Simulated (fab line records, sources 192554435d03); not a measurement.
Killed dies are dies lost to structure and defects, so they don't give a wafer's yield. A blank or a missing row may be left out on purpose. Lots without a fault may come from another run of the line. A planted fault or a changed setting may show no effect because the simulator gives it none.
fab line records | flow n5_finfet
record lots=24 wafers=72 last_day=17
route steps=1938 shown BEOL_M9@1468 BEOL_M10@1483
lots that met no fault: from a run of the same line without faults
start_h: hours from the record's first day to the start of the lot's first wafer shown | wait_h: hours since the lot's step before | " the same as in the row above | L1.1+2: a row that stands for several wafers | - no value, or no start given | * or withheld: withheld | < > ~ a bound
route shown NAME@n: a module of which the file shows steps, and the number in the route of the first | usual: mean/standard deviation of fault-free wafers | same: alike in all rows | chamber/n: place in a boat | sites: the reading at each site | _std_site: their standard deviation | _edge_site: outer sites' mean less inner sites' | radius_mm: how far each site lies from the wafer's centre | mask NAME#n: copy n | behind: the tool/chamber that last shaped the wafer | hold: why the lot was held/for how many hours/how that ended | device: the transistor (n, p or np) that didn't switch | end of line: the same wafers' tests at the end of the route | a step without rows: its recipe alone | killed: dies lost to structure and defects at the first sort, not the wafer's yield | map: a wafer's dies, x killed, . not, _ none there
set.NAME: the setting as run; set.NAME@STEP: as run at that earlier step | model.NAME: the simulator's own value behind a step, which no gauge read
steps of the route over a sample of lots; a table a step, a row a wafer
services: from which hour (start_h, from the record's first day; less than 0 if before it) a tool's chamber was out of use, for how many hours, and why
## steps
# step N5_BEOL_M9_RS_MEAS_57
# recipe thk_meas_gauge=four-point-probe reads=Cu_of_BEOL_M9_ECD_50+Co_of_BEOL_M9_CVD_78+TaN_of_BEOL_M9_ALD_74
# usual M9_RS=0.150/0.0041
# columns lot.wafer tool chamber start_h wait_h M9_RS[ohm/sq]
L074.2 film_metro-02 - 208.23 0.1 0.146
L074.3 " - " " 0.144
L074.4 " - " " 0.153
L076.3 film_metro-02 - 210.71 0.1 0.150
L076.4 " - " " 0.149
L076.6 " - " " 0.149
L075.1 film_metro-01 - 216.90 0.1 0.151
L075.5 " - " " 0.149
L075.6 " - " " 0.143
L078.1 film_metro-01 - 237.93 0.1 0.155
L078.5 " - " " 0.146
L078.6 " - " " 0.151
L077.3 film_metro-01 - 245.98 0.1 0.155
L077.4 " - " " 0.155
L077.6 " - " " 0.155
L079.2 film_metro-01 - 247.64 0.1 0.147
L079.4 " - " " 0.150
L079.6 " - " " 0.150
L080.4 film_metro-01 - 260.92 0.0 0.155
L080.5 " - " " 0.151
L080.6 " - " " 0.155
L083.1 film_metro-01 - 264.42 0.1 0.157
L083.3 " - " " 0.156
L083.5 " - " " 0.155
L081.1 film_metro-01 - 264.69 0.1 0.152
L081.2 " - " " 0.145
L081.5 " - " " 0.148
L082.1 film_metro-01 - 269.20 0.1 0.155
L082.3 " - " " 0.152
L082.5 " - " " 0.156
L085.1 film_metro-01 - 277.38 0.1 0.156
L085.4 " - " " 0.146
L085.5 " - " " 0.146
L084.3 film_metro-01 - 282.19 0.1 0.150
L084.4 " - " " 0.151
L084.5 " - " " 0.153
L086.2 film_metro-02 - 293.24 0.1 0.148
L086.5 " - " " 0.151
L086.6 " - " " 0.148
L088.2 film_metro-02 - 295.24 0.1 0.159
L088.4 " - " " 0.143
L088.6 " - " " 0.148
L087.1 film_metro-01 - 304.06 0.1 0.149
L087.4 " - " " 0.157
L087.5 " - " " 0.153
L090.3 film_metro-01 - 307.78 0.1 0.146
L090.5 " - " " 0.146
L090.6 " - " " 0.153
L092.3 film_metro-01 - 311.41 0.1 0.153
L092.4 " - " " 0.142
L092.5 " - " " 0.144
L089.2 film_metro-02 - 311.74 0.1 0.145
L089.4 " - " " 0.151
L089.6 " - " " 0.145
L091.1 film_metro-01 - 314.31 0.1 0.153
L091.2 " - " " 0.148
L091.6 " - " " 0.150
L095.1 film_metro-02 - 333.09 0.1 0.154
L095.4 " - " " 0.144
L095.5 " - " " 0.153
L094.1 film_metro-02 - 336.87 0.1 0.154
L094.2 " - " " 0.149
L094.4 " - " " 0.153
L093.2 film_metro-01 - 336.88 0.1 0.156
L093.4 " - " " 0.153
L093.5 " - " " 0.157
L097.1 film_metro-02 - 348.95 0.1 0.153
L097.2 " - " " 0.148
L097.6 " - " " 0.150
L096.1 film_metro-02 - 353.47 0.1 0.153
L096.2 " - " " 0.152
L096.3 " - " " 0.150
# step N5_BEOL_M10_CD_MEAS_11
# recipe target_cd_nm=64.1 landing_energy_ev=500 detector=se_inlens polarity=opening
# usual cd_nm=63.9/0.83
# columns lot.wafer tool chamber start_h wait_h cd_nm
L074.2 cd_sem-01 0 210.71 - 64.5
L074.3 " 0 " " 62.3
L074.4 " 0 " " 63.6
L076.3 cd_sem-03 0 214.48 - 64.4
L076.4 " 0 " " 64.9
L076.6 " 0 " " 64.5
L075.1 cd_sem-03 0 219.34 - 64.1
L075.5 " 0 " " 64.9
L075.6 " 0 " " 64.1
L078.1 cd_sem-03 0 241.96 - 64.1
L078.5 " 0 " " 62.5
L078.6 " 0 " " 63.9
L077.3 cd_sem-02 0 248.65 - 63.9
L077.4 " 0 " " 64.2
L077.6 " 0 " " 64.2
L079.2 cd_sem-03 0 249.37 - 65.3
L079.4 " 0 " " 65.6
L079.6 " 0 " " 65.6
L080.4 cd_sem-02 0 263.35 - 63.9
L080.5 " 0 " " 64.7
L080.6 " 0 " " 63.7
L083.1 cd_sem-03 0 266.41 - 63.2
L083.3 " 0 " " 62.4
L083.5 " 0 " " 63.2
L081.1 cd_sem-02 0 266.45 - 63.6
L081.2 " 0 " " 63.3
L081.5 " 0 " " 64.7
L082.1 cd_sem-01 0 270.78 - 65.3
L082.3 " 0 " " 65.0
L082.5 " 0 " " 63.9
L085.1 cd_sem-01 0 278.77 - 63.4
L085.4 " 0 " " 62.9
L085.5 " 0 " " 63.1
L084.3 cd_sem-01 0 285.75 - 63.6
L084.4 " 0 " " 64.6
L084.5 " 0 " " 63.7
L086.2 cd_sem-01 0 294.69 - 62.7
L086.5 " 0 " " 62.4
L086.6 " 0 " " 63.6
L088.2 cd_sem-02 0 298.88 - 64.0
L088.4 " 0 " " 63.5
L088.6 " 0 " " 63.7
L087.1 cd_sem-03 0 306.15 - 62.6
L087.4 " 0 " " 63.1
L087.5 " 0 " " 63.9
L090.3 cd_sem-02 0 309.53 - 64.9
L090.5 " 0 " " 64.0
L090.6 " 0 " " 64.3
L092.3 cd_sem-02 0 313.51 - 64.4
L092.4 " 0 " " 64.2
L092.5 " 0 " " 63.2
L089.2 cd_sem-01 0 313.67 - 63.1
L089.4 " 0 " " 62.3
L089.6 " 0 " " 63.7
L091.1 cd_sem-01 0 319.63 - 63.1
L091.2 " 0 " " 64.1
L091.6 " 0 " " 62.2
L095.1 cd_sem-03 0 335.20 - 65.0
L095.4 " 0 " " 63.9
L095.5 " 0 " " 63.3
L094.1 cd_sem-03 0 338.52 - 63.8
L094.2 " 0 " " 64.1
L094.4 " 0 " " 63.2
L093.2 cd_sem-02 0 338.56 - 64.6
L093.4 " 0 " " 65.1
L093.5 " 0 " " 64.8
L097.1 cd_sem-02 0 350.77 - 62.7
L097.2 " 0 " " 62.7
L097.6 " 0 " " 63.1
L096.1 cd_sem-01 0 355.34 - 64.2
L096.2 " 0 " " 65.6
L096.3 " 0 " " 64.0
# step N5_BEOL_M10_HM_OPEN_17
# recipe chemistry=Cl2/BCl3 target_depth_a=200 overetch_a=60 target=TiN mask_material=SOC ion_energy_ev=150 pressure_mtorr=10 icp_w=1000 bias_w=126 Cl2_flow_sccm=53.25 bcl3_flow_sccm=21.75 Ar_flow_sccm=25
# usual drypump_motor_current_A=5.7/0.36 oes_product_au=0.71/0.035 throttle_valve_pct=22.24/0.16
# columns lot.wafer tool chamber start_h wait_h drypump_motor_current_A oes_product_au rf_hours_counter_h throttle_valve_pct
L074.2 rie_metal-01 0 211.07 0.0 6.3 0.72 16 22.07
L074.3 " 1 " " 5.6 0.74 - 22.44
L074.4 " 0 " " 6.2 0.73 - 22.05
L076.3 rie_metal-02 0 215.43 0.1 5.4 0.74 - 22.22
L076.4 " 1 " " 5.6 0.67 - 22.12
L076.6 " 0 " " 5.4 0.74 - 22.22
L075.1 rie_metal-01 1 219.70 0.0 5.6 0.74 12 22.41
L075.5 " 1 " " 5.6 0.75 - 22.44
L075.6 " 0 " " 6.2 0.74 - 22.04
L078.1 rie_metal-02 0 242.32 0.0 5.4 0.72 13 22.26
L078.5 " 1 " " 5.6 0.65 - 22.11
L078.6 " 0 " " 5.4 0.73 - 22.22
L077.3 rie_metal-03 0 249.16 0.1 5.2 0.78 - 22.15
L077.4 " 1 " " 5.6 0.73 - 22.53
L077.6 " 0 " " 5.2 0.79 - 22.16
L079.2 rie_metal-01 1 249.73 0.0 5.6 0.73 14 22.44
L079.4 " 1 " " 5.6 0.72 - 22.44
L079.6 " 0 " " 6.2 0.72 - 22.07
L080.4 rie_metal-03 0 263.74 0.1 5.2 0.77 - 22.16
L080.5 " 1 " " 5.5 0.73 - 22.52
L080.6 " 0 " " 5.2 0.77 - 22.15
L083.1 rie_metal-01 0 267.23 0.0 6.2 0.71 21 22.07
L083.3 " 0 " " 6.2 0.70 - 22.06
L083.5 " 0 " " 6.3 0.71 - 22.09
L081.1 rie_metal-01 0 267.48 0.0 6.2 0.71 21 22.08
L081.2 " 0 " " 6.2 0.72 - 22.07
L081.5 " 0 " " 6.3 0.72 - 22.04
L082.1 rie_metal-02 1 271.32 0.2 5.6 0.65 50 22.12
L082.3 " 0 " " 5.4 0.72 - 22.22
L082.5 " 0 " " 5.4 0.72 - 22.23
L085.1 rie_metal-01 0 279.58 0.0 6.2 0.70 22 22.09
L085.4 " 1 " " 5.6 0.72 - 22.45
L085.5 " 0 " " 6.2 0.71 - 22.09
L084.3 rie_metal-01 1 286.17 0.1 5.6 0.74 - 22.42
L084.4 " 0 " " 6.3 0.72 - 22.06
L084.5 " 0 " " 6.3 0.72 - 22.06
L086.2 rie_metal-02 1 295.05 0.0 5.6 0.64 52 22.14
L086.5 " 1 " " 5.6 0.64 - 22.13
L086.6 " 0 " " 5.4 0.71 - 22.26
L088.2 rie_metal-03 0 299.35 0.0 5.2 0.74 10 22.17
L088.4 " 1 " " 5.5 0.72 - 22.53
L088.6 " 1 " " 5.5 0.71 - 22.53
L087.1 rie_metal-01 1 306.56 0.0 5.6 0.74 17 22.42
L087.4 " 1 " " 5.5 0.73 - 22.42
L087.5 " 1 " " 5.6 0.74 - 22.42
L090.3 rie_metal-02 1 309.92 0.1 5.6 0.63 - 22.15
L090.5 " 1 " " 5.6 0.62 - 22.15
L090.6 " 0 " " 5.4 0.68 - 22.29
L092.3 rie_metal-01 1 313.90 0.1 5.6 0.71 - 22.46
L092.4 " 0 " " 6.3 0.69 - 22.09
L092.5 " 1 " " 5.6 0.71 - 22.47
L089.2 rie_metal-03 1 314.14 0.0 5.6 0.72 24 22.52
L089.4 " 1 " " 5.5 0.71 - 22.54
L089.6 " 1 " " 5.6 0.72 - 22.53
L091.1 rie_metal-02 0 320.88 0.0 5.4 0.70 21 22.24
L091.2 " 1 " " 5.6 0.63 54 22.13
L091.6 " 0 " " 5.4 0.70 - 22.24
L095.1 rie_metal-03 0 335.60 0.0 5.2 0.73 13 22.17
L095.4 " 1 " " 5.5 0.72 - 22.52
L095.5 " 0 " " 5.2 0.74 - 22.18
L094.1 rie_metal-02 0 338.88 0.0 5.4 0.71 23 22.22
L094.2 " 0 " " 5.4 0.71 - 22.23
L094.4 " 0 " " 5.4 0.70 - 22.23
L093.2 rie_metal-01 0 338.97 0.0 6.2 0.69 28 22.10
L093.4 " 1 " " 5.5 0.71 - 22.46
L093.5 " 1 " " 5.5 0.71 - 22.47
L097.1 rie_metal-01 0 351.13 0.0 6.2 0.68 28 22.09
L097.2 " 1 " " 5.6 0.70 21 22.46
L097.6 " 0 " " 6.2 0.69 - 22.10
L096.1 rie_metal-02 0 355.73 0.0 5.4 0.68 24 22.25
L096.2 " 1 " " 5.6 0.62 57 22.16
L096.3 " 1 " " 5.6 0.63 - 22.15
# step N5_BEOL_M10_CD_MEAS_18
# recipe pitch_nm=140 target_cd_nm=70
# usual cd_nm=69.9/0.9
# columns lot.wafer tool chamber start_h wait_h cd_nm
L074.2 cd_sem-03 - 211.41 0.1 70.8
L074.3 " - " " 68.6
L074.4 " - " " 70.3
L076.3 cd_sem-02 - 215.81 0.1 70.1
L076.4 " - " " 69.9
L076.6 " - " " 70.1
L075.1 cd_sem-03 - 219.88 0.0 69.8
L075.5 " - " " 71.0
L075.6 " - " " 69.5
L078.1 cd_sem-02 - 242.50 0.0 70.1
L078.5 " - " " 69.0
L078.6 " - " " 70.1
L077.3 cd_sem-02 - 249.31 0.1 69.8
L077.4 " - " " 70.2
L077.6 " - " " 70.2
L079.2 cd_sem-03 - 249.91 0.1 71.5
L079.4 " - " " 71.6
L079.6 " - " " 72.2
L080.4 cd_sem-02 - 263.92 0.1 69.8
L080.5 " - " " 70.0
L080.6 " - " " 69.8
L083.1 cd_sem-01 - 267.53 0.0 69.5
L083.3 " - " " 68.3
L083.5 " - " " 70.0
L081.1 cd_sem-03 - 267.86 0.0 69.5
L081.2 " - " " 70.0
L081.5 " - " " 71.2
L082.1 cd_sem-03 - 271.51 0.0 71.0
L082.3 " - " " 71.6
L082.5 " - " " 70.2
L085.1 cd_sem-03 - 279.76 0.0 69.2
L085.4 " - " " 69.6
L085.5 " - " " 69.2
L084.3 cd_sem-01 - 286.32 0.1 70.2
L084.4 " - " " 70.7
L084.5 " - " " 69.5
L086.2 cd_sem-03 - 295.31 0.1 68.5
L086.5 " - " " 68.4
L086.6 " - " " 69.6
L088.2 cd_sem-02 - 299.55 0.1 69.5
L088.4 " - " " 69.4
L088.6 " - " " 69.6
L087.1 cd_sem-01 - 306.74 0.0 69.1
L087.4 " - " " 69.3
L087.5 " - " " 69.3
L090.3 cd_sem-02 - 310.07 0.1 70.4
L090.5 " - " " 69.6
L090.6 " - " " 70.5
L092.3 cd_sem-02 - 314.20 0.1 70.9
L092.4 " - " " 70.4
L092.5 " - " " 69.1
L089.2 cd_sem-01 - 314.43 0.1 69.1
L089.4 " - " " 68.1
L089.6 " - " " 69.3
L091.1 cd_sem-01 - 321.11 0.0 70.3
L091.2 " - " " 70.0
L091.6 " - " " 68.6
L095.1 cd_sem-02 - 335.78 0.0 70.5
L095.4 " - " " 69.5
L095.5 " - " " 69.2
L094.1 cd_sem-03 - 339.19 0.0 70.0
L094.2 " - " " 70.5
L094.4 " - " " 69.7
L093.2 cd_sem-02 - 339.23 0.1 70.4
L093.4 " - " " 72.0
L093.5 " - " " 72.2
L097.1 cd_sem-02 - 351.31 0.0 68.7
L097.2 " - " " 68.6
L097.6 " - " " 69.7
L096.1 cd_sem-03 - 355.95 0.0 69.6
L096.2 " - " " 71.5
L096.3 " - " " 69.9
# step N5_BEOL_M10_VIA_ETCH_34
# recipe chemistry=C4F6/O2 target=SiCOH_lowk target_depth_a=1845 mask_material=SOC taper_deg=4 time_s=69.2 ion_energy_ev=250 pressure_mtorr=30 source_w=345 bias_w=185 Ar_flow_sccm=300 C4F6_flow_sccm=10 O2_flow_sccm=10
# usual drypump_motor_current_A=5.8/0.31 oes_product_au=0.79/0.077 rf_vpp_V=671/23 showerhead_plenum_p_Torr=2.86/0.074 throttle_valve_pct=20.85/0.25
# columns lot.wafer tool chamber start_h wait_h drypump_motor_current_A oes_product_au rf_hours_counter_h rf_vpp_V showerhead_plenum_p_Torr throttle_valve_pct
L074.2 rie_diel-04 2 213.49 0.0 5.5 0.70 206 638 2.93 20.68
L074.3 " 3 " " 6.2 0.78 91 671 2.79 20.92
L074.4 " 0 " " 6.2 0.86 - 692 2.88 20.56
L076.3 rie_diel-06 2 218.14 0.0 5.7 0.82 102 670 2.89 21.23
L076.4 " 0 " " 5.6 0.81 - 712 2.77 20.50
L076.6 " 3 " " 6.0 0.80 - 637 2.86 20.76
L075.1 rie_diel-04 3 222.98 0.0 6.1 0.78 95 671 2.79 20.93
L075.5 " 3 " " 6.2 0.77 - 672 2.79 20.92
L075.6 " 0 " " 6.2 0.86 - 692 2.88 20.57
L078.1 rie_diel-04 1 244.80 0.0 5.4 0.68 233 685 2.82 20.86
L078.5 " 0 " " 6.2 0.86 - 692 2.87 20.58
L078.6 " 1 " " 5.5 0.68 - 686 2.82 20.84
L077.3 rie_diel-04 2 250.05 0.0 5.4 0.70 219 637 2.93 20.72
L077.4 " 2 " " 5.5 0.69 - 639 2.93 20.71
L077.6 " 3 " " 6.1 0.76 - 671 2.78 20.93
L079.2 rie_diel-01 2 250.83 0.0 5.8 0.91 14 670 3.07 21.29
L079.4 " 0 " " 5.1 0.84 60 643 2.87 20.67
L079.6 " 1 " " 5.6 0.71 - 682 2.90 21.15
L080.4 rie_diel-01 3 265.55 0.0 5.5 0.80 98 683 2.84 20.91
L080.5 " 1 " " 5.6 0.71 - 682 2.90 21.15
L080.6 " 0 " " 5.1 0.83 - 643 2.86 20.69
L083.1 rie_diel-06 2 268.26 0.0 5.7 0.80 119 671 2.88 21.23
L083.3 " 3 " " 6.1 0.78 133 637 2.86 20.77
L083.5 " 3 " " 6.1 0.79 - 637 2.85 20.78
L081.1 rie_diel-01 3 269.09 0.0 5.5 0.79 99 685 2.84 20.93
L081.2 " 2 " " 5.9 0.90 20 668 3.06 21.32
L081.5 " 2 " " 5.9 0.89 - 668 3.06 21.31
L082.1 rie_diel-04 3 274.70 0.0 6.1 0.75 114 671 2.78 20.94
L082.3 " 1 " " 5.4 0.68 244 686 2.81 20.86
L082.5 " 1 " " 5.4 0.68 - 685 2.81 20.85
L085.1 rie_diel-06 3 280.90 0.0 6.0 0.78 137 636 2.85 20.79
L085.4 " 0 " " 5.6 0.78 88 711 2.76 20.52
L085.5 " 0 " " 5.6 0.78 - 711 2.76 20.49
L084.3 rie_diel-06 0 289.15 0.0 5.5 0.78 91 710 2.76 20.52
L084.4 " 3 " " 6.0 0.77 140 636 2.85 20.78
L084.5 " 0 " " 5.5 0.78 - 709 2.76 20.52
L086.2 rie_diel-06 2 299.03 0.0 5.7 0.80 130 671 2.88 21.27
L086.5 " 2 " " 5.7 0.79 - 670 2.88 21.27
L086.6 " 1 " " 5.9 0.92 - 656 2.93 20.97
L088.2 rie_diel-04 3 300.66 0.0 6.1 0.76 123 669 2.77 20.97
L088.4 " 3 " " 6.2 0.76 - 670 2.77 20.96
L088.6 " 1 " " 5.4 0.67 - 685 2.81 20.90
L087.1 rie_diel-04 3 308.37 0.0 6.1 0.75 126 670 2.77 20.97
L087.4 " 0 " " 6.2 0.82 - 691 2.87 20.60
L087.5 " 3 " " 6.1 0.75 - 671 2.77 20.96
L090.3 rie_diel-06 2 310.65 0.0 5.7 0.78 133 669 2.87 21.25
L090.5 " 1 " " 5.9 0.92 - 656 2.93 20.97
L090.6 " 2 " " 5.7 0.79 - 670 2.87 21.27
L092.3 rie_diel-01 0 318.46 0.0 5.1 0.80 84 643 2.86 20.71
L092.4 " 2 " " 5.9 0.86 38 668 3.06 21.35
L092.5 " 1 " " 5.6 0.70 - 684 2.89 21.20
L089.2 rie_diel-04 2 318.62 0.0 5.5 0.68 242 635 2.92 20.75
L089.4 " 0 " " 6.2 0.82 88 691 2.86 20.61
L089.6 " 2 " " 5.5 0.68 - 637 2.92 20.73
L091.1 rie_diel-04 0 322.93 0.0 6.2 0.81 90 692 2.86 20.62
L091.2 " 1 " " 5.4 0.96 1 686 2.81 20.54
L091.6 " 2 " " 5.5 0.68 - 638 2.92 20.75
L095.1 rie_diel-04 1 338.04 0.0 5.4 0.93 4 684 2.81 20.53
L095.4 " 3 " " 6.2 0.74 138 670 2.77 20.98
L095.5 " 0 " " 6.2 0.81 - 690 2.86 20.64
L094.1 rie_diel-06 3 340.29 0.0 6.1 0.76 156 637 2.84 20.81
L094.2 " 1 " " 5.9 0.90 38 655 2.92 20.97
L094.4 " 2 " " 5.7 0.78 144 670 2.87 21.27
L093.2 rie_diel-06 2 340.75 0.0 5.7 0.78 145 668 2.87 21.26
L093.4 " 1 " " 5.9 0.90 38 656 2.92 20.97
L093.5 " 0 " " 5.6 0.75 - 710 2.75 20.55
L097.1 rie_diel-06 2 352.82 0.0 5.6 0.78 148 669 2.87 21.28
L097.2 " 3 " " 6.0 0.76 161 637 2.84 20.81
L097.6 " 3 " " 6.0 0.76 - 635 2.84 20.82
L096.1 rie_diel-01 1 356.92 0.0 5.6 0.95 7 682 2.88 20.83
L096.2 " 2 " " 5.9 0.83 55 667 3.05 21.36
L096.3 " 3 " " 5.5 0.76 135 684 2.82 20.96
# step N5_BEOL_M10_STRIP_77
# recipe chemistry=N2/H2 time_s=10 power_w=450 temp_c=40 pressure_mtorr=20 rf_frequency_hz=6e+07 bias_power_w=7 n2_flow_sccm=200 h2_flow_sccm=200
# usual drypump_motor_current_A=5.8/0.31 oes_product_au=0.79/0.077 rf_vpp_V=59.2/0.85 showerhead_plenum_p_Torr=2.55/0.072 throttle_valve_pct=23.6/0.31
# columns lot.wafer tool chamber start_h wait_h drypump_motor_current_A oes_product_au rf_hours_counter_h rf_vpp_V showerhead_plenum_p_Torr throttle_valve_pct
L074.2 rie_diel-04 2 - - 5.5 0.70 206 59.5 2.63 23.5
L074.3 " 3 " " 6.1 0.79 91 58.6 2.44 23.3
L074.4 " 0 " " 6.2 0.86 - 59.6 2.59 23.7
L076.3 rie_diel-06 2 - - 5.7 0.81 102 58.7 2.54 23.7
L076.4 " 0 " " 5.6 0.81 - 58.9 2.50 23.7
L076.6 " 3 " " 6.0 0.81 - 61.0 2.55 23.4
L075.1 rie_diel-04 3 - - 6.1 0.78 95 57.9 2.44 23.3
L075.5 " 3 " " 6.2 0.78 - 59.0 2.44 23.3
L075.6 " 0 " " 6.2 0.85 - 59.2 2.59 23.7
L078.1 rie_diel-04 1 - - 5.4 0.68 233 59.3 2.49 23.2
L078.5 " 0 " " 6.2 0.85 - 60.6 2.58 23.7
L078.6 " 1 " " 5.4 0.68 - 57.9 2.49 23.2
L077.3 rie_diel-04 2 - - 5.5 0.68 219 58.2 2.62 23.5
L077.4 " 2 " " 5.5 0.68 - 60.0 2.62 23.5
L077.6 " 3 " " 6.2 0.78 - 60.0 2.43 23.3
L079.2 rie_diel-01 2 - - 5.8 0.92 14 60.3 2.71 23.9
L079.4 " 0 " " 5.1 0.82 60 58.4 2.62 23.9
L079.6 " 1 " " 5.6 0.72 - 59.3 2.63 24.4
L080.4 rie_diel-01 3 - - 5.5 0.81 98 58.7 2.56 23.8
L080.5 " 1 " " 5.6 0.71 - 58.8 2.63 24.4
L080.6 " 0 " " 5.1 0.82 - 58.5 2.61 23.9
L083.1 rie_diel-06 2 - - 5.7 0.78 119 58.7 2.53 23.7
L083.3 " 3 " " 6.1 0.78 133 57.7 2.54 23.4
L083.5 " 3 " " 6.1 0.78 - 61.3 2.54 23.4
L081.1 rie_diel-01 3 - - 5.5 0.80 100 58.7 2.56 23.8
L081.2 " 2 " " 5.9 0.90 20 59.0 2.71 23.9
L081.5 " 2 " " 5.9 0.91 - 60.7 2.71 23.9
L082.1 rie_diel-04 3 - - 6.2 0.76 114 57.8 2.43 23.3
L082.3 " 1 " " 5.4 0.67 244 60.3 2.49 23.2
L082.5 " 1 " " 5.4 0.66 - 60.5 2.49 23.2
L085.1 rie_diel-06 3 - - 6.0 0.78 137 59.2 2.54 23.4
L085.4 " 0 " " 5.6 0.78 88 57.8 2.49 23.7
L085.5 " 0 " " 5.5 0.78 - 59.7 2.49 23.7
L084.3 rie_diel-06 0 - - 5.6 0.77 91 58.4 2.49 23.7
L084.4 " 3 " " 6.0 0.78 140 59.7 2.54 23.4
L084.5 " 0 " " 5.6 0.78 - 59.1 2.49 23.7
L086.2 rie_diel-06 2 - - 5.6 0.78 130 58.7 2.53 23.7
L086.5 " 2 " " 5.7 0.77 - 59.0 2.53 23.7
L086.6 " 1 " " 5.9 0.92 - 58.9 2.58 23.4
L088.2 rie_diel-04 3 - - 6.2 0.76 123 60.0 2.43 23.3
L088.4 " 3 " " 6.2 0.76 - 58.2 2.42 23.3
L088.6 " 1 " " 5.4 0.66 - 58.7 2.49 23.2
L087.1 rie_diel-04 3 - - 6.1 0.74 126 59.6 2.42 23.3
L087.4 " 0 " " 6.3 0.82 - 58.7 2.58 23.7
L087.5 " 3 " " 6.2 0.75 - 58.0 2.42 23.3
L090.3 rie_diel-06 2 - - 5.6 0.77 133 60.3 2.53 23.7
L090.5 " 1 " " 5.9 0.91 - 59.4 2.58 23.4
L090.6 " 2 " " 5.7 0.77 - 59.9 2.53 23.7
L092.3 rie_diel-01 0 - - 5.1 0.80 85 59.9 2.61 23.9
L092.4 " 2 " " 5.8 0.89 38 60.1 2.70 23.9
L092.5 " 1 " " 5.6 0.71 - 59.2 2.62 24.4
L089.2 rie_diel-04 2 - - 5.5 0.67 242 59.1 2.61 23.5
L089.4 " 0 " " 6.2 0.81 88 59.8 2.58 23.7
L089.6 " 2 " " 5.5 0.67 - 58.5 2.61 23.5
L091.1 rie_diel-04 0 - - 6.2 0.80 90 59.7 2.57 23.7
L091.2 " 1 " " 5.4 0.94 1 58.8 2.48 23.0
L091.6 " 2 " " 5.5 0.67 - 60.9 2.61 23.5
L095.1 rie_diel-04 1 - - 5.4 0.93 4 59.0 2.48 23.0
L095.4 " 3 " " 6.2 0.74 138 59.5 2.42 23.3
L095.5 " 0 " " 6.2 0.81 - 59.9 2.57 23.7
L094.1 rie_diel-06 3 - - 6.1 0.75 157 58.6 2.53 23.4
L094.2 " 1 " " 5.9 0.89 38 59.1 2.58 23.4
L094.4 " 2 " " 5.7 0.76 144 58.8 2.52 23.7
L093.2 rie_diel-06 2 - - 5.6 0.76 145 59.5 2.52 23.7
L093.4 " 1 " " 5.9 0.89 38 59.9 2.58 23.4
L093.5 " 0 " " 5.6 0.77 - 59.7 2.48 23.7
L097.1 rie_diel-06 2 - - 5.7 0.77 148 59.7 2.52 23.7
L097.2 " 3 " " 6.1 0.76 161 59.0 2.53 23.4
L097.6 " 3 " " 6.0 0.75 - 59.0 2.53 23.4
L096.1 rie_diel-01 1 - - 5.6 0.96 7 58.9 2.61 24.1
L096.2 " 2 " " 5.8 0.85 55 58.8 2.69 24.0
L096.3 " 3 " " 5.5 0.77 135 58.0 2.54 23.9
## services
# columns tool chamber start_h hours kind
rie_diel-06 1 187.11 16.2 repair
rie_diel-01 2 201.16 - clean
rie_diel-04 1 204.77 9.1 repair
rie_metal-02 0 216.12 14.3 repair
rie_diel-06 3 242.09 1.5 repair
rie_diel-06 0 242.48 1.3 repair
rie_metal-02 1 247.14 1.0 repair
rie_metal-01 1 257.34 21.6 repair
rie_metal-03 1 268.52 2.2 repair
rie_metal-01 0 268.57 3.3 repair
rie_diel-04 0 276.72 15.8 repair
rie_metal-02 0 277.96 4.4 repair
rie_diel-04 3 290.02 5.1 repair
rie_diel-04 2 293.54 9.1 repair
rie_diel-04 1 302.68 - clean
rie_diel-04 1 302.68 - consumable_replace:focus_ring
rie_diel-04 1 302.68 12.8 scheduled_down
rie_diel-04 1 302.68 12.8 vent_cycle
rie_diel-04 3 327.77 1.6 repair
rie_metal-02 1 338.72 3.2 repair
rie_diel-04 2 340.26 - clean
rie_diel-04 2 340.26 - consumable_replace:focus_ring
rie_diel-04 2 340.26 17.9 scheduled_down
rie_diel-04 2 340.26 17.9 vent_cycle
## key
fault none
